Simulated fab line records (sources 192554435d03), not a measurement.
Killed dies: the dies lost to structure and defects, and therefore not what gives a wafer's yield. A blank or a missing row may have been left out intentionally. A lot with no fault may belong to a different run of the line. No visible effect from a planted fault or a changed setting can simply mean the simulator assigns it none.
The tool behind it: which one? | flow n5Finfet | 11 lots with 29 wafers sampled at 4 steps, on a route of 1938 steps

WHAT EACH GAUGE READ, for each wafer
N5_PASSIVATION_CD_MEAS_30: the cd target is 4000 nm.
lot  | measured     | on       | cdNm (nm)
L539 | day 13 11:00 | cdSem-01 | 4004.4 4002.6 4002.5
L540 | day 13 21:44 | cdSem-02 | 3998.4 4002.1 3999.5
L542 | day 14 06:04 | cdSem-02 | 3998.7 3998.6 3998.5
L543 | day 14 06:37 | cdSem-03 | 4000.8 4000.3 4000.7
L545 | day 16 02:10 | cdSem-03 | 3999.6 3999.1 3998.4
L549 | day 16 02:59 | cdSem-02 | 4002.4 4001.1 4002.2
L554 | day 17 20:59 | cdSem-03 | 3989.1 4000.2
L556 | day 17 21:08 | cdSem-03 | 3990.3 4001.7
L555 | day 17 23:43 | cdSem-03 | 3989.8 3999.9
L559 | day 18 12:04 | cdSem-02 | 3998.4 4000.8 3999.9
L560 | day 18 22:20 | cdSem-03 | 4000.6 4002.0

WHICH TOOL RAN EACH LOT (tool, then ch and the chambers of the sampled wafers, then the start)
lot  | N5_PASSIVATION_ETCH_15                       | N5_PASSIVATION_PRE_CLEAN_19 | N5_PASSIVATION_PEB_28
L539 | rieDiel-06 ch 0,1,3, day 13 10:16 or earlier | pvdSputter-01, day 13 10:16 | lithoTrack-03 ch 0, day 13 10:53
L540 | rieDiel-03 ch 0,3, day 13 21:07 or earlier   | pvdSputter-01, day 13 21:07 | lithoTrack-01 ch 0, day 13 21:37
L542 | rieDiel-02 ch 0,1,3, day 14 05:19 or earlier | pvdSputter-03, day 14 05:19 | lithoTrack-02 ch 0, day 14 05:56
L543 | rieDiel-02 ch 0,1,2, day 14 05:52 or earlier | pvdSputter-03, day 14 05:52 | lithoTrack-01 ch 0, day 14 06:29
L545 | rieDiel-02 ch 0,2,3, day 16 01:25 or earlier | pvdSputter-02, day 16 01:25 | lithoTrack-01 ch 0, day 16 02:02
L549 | rieDiel-06 ch 0,1,2, day 16 02:23 or earlier | pvdSputter-02, day 16 02:23 | lithoTrack-02 ch 0, day 16 02:52
L554 | rieDiel-06 ch 1,3, day 17 20:15 or earlier   | pvdSputter-03, day 17 20:15 | lithoTrack-01 ch 0, day 17 20:52
L556 | rieDiel-03 ch 1,2, day 17 20:20 or earlier   | pvdSputter-02, day 17 20:20 | lithoTrack-01 ch 0, day 17 21:02
L555 | rieDiel-03 ch 1,3, day 17 23:06 or earlier   | pvdSputter-02, day 17 23:06 | lithoTrack-01 ch 0, day 17 23:35
L559 | rieDiel-03 ch 0,3, day 18 11:28 or earlier   | pvdSputter-01, day 18 11:28 | lithoTrack-02 ch 0, day 18 11:57
L560 | rieDiel-02 ch 1,2, day 18 21:44 or earlier   | pvdSputter-01, day 18 21:44 | lithoTrack-03 ch 0, day 18 22:13
- N5_PASSIVATION_ETCH_15: etches SiCN in CF4/N2, target depth 75 nm, time 81.2 s.
- N5_PASSIVATION_PRE_CLEAN_19
- N5_PASSIVATION_PEB_28

THE ANSWER, worked out from the rows above alone
Rule: the usual values come from the lots themselves. Put in order of their means at a reading, lots are off if they are a third of the lots or fewer, leave a main group of 4 or more, and stand apart from it by a gap of 3 or more times the standard deviation of the main group's means; of several such gaps the widest counts. The tables above print the reading to a certain number of digits; a main group whose means all agree to those digits is not used. Also off: a lot with no number at a reading for which 4 or more lots have one. Any other lot the step has rows for is counted as sound.
Across all readings shown, no lot is off: no conclusion can be drawn from this.

WHAT THE SIMULATOR HAD PUT IN
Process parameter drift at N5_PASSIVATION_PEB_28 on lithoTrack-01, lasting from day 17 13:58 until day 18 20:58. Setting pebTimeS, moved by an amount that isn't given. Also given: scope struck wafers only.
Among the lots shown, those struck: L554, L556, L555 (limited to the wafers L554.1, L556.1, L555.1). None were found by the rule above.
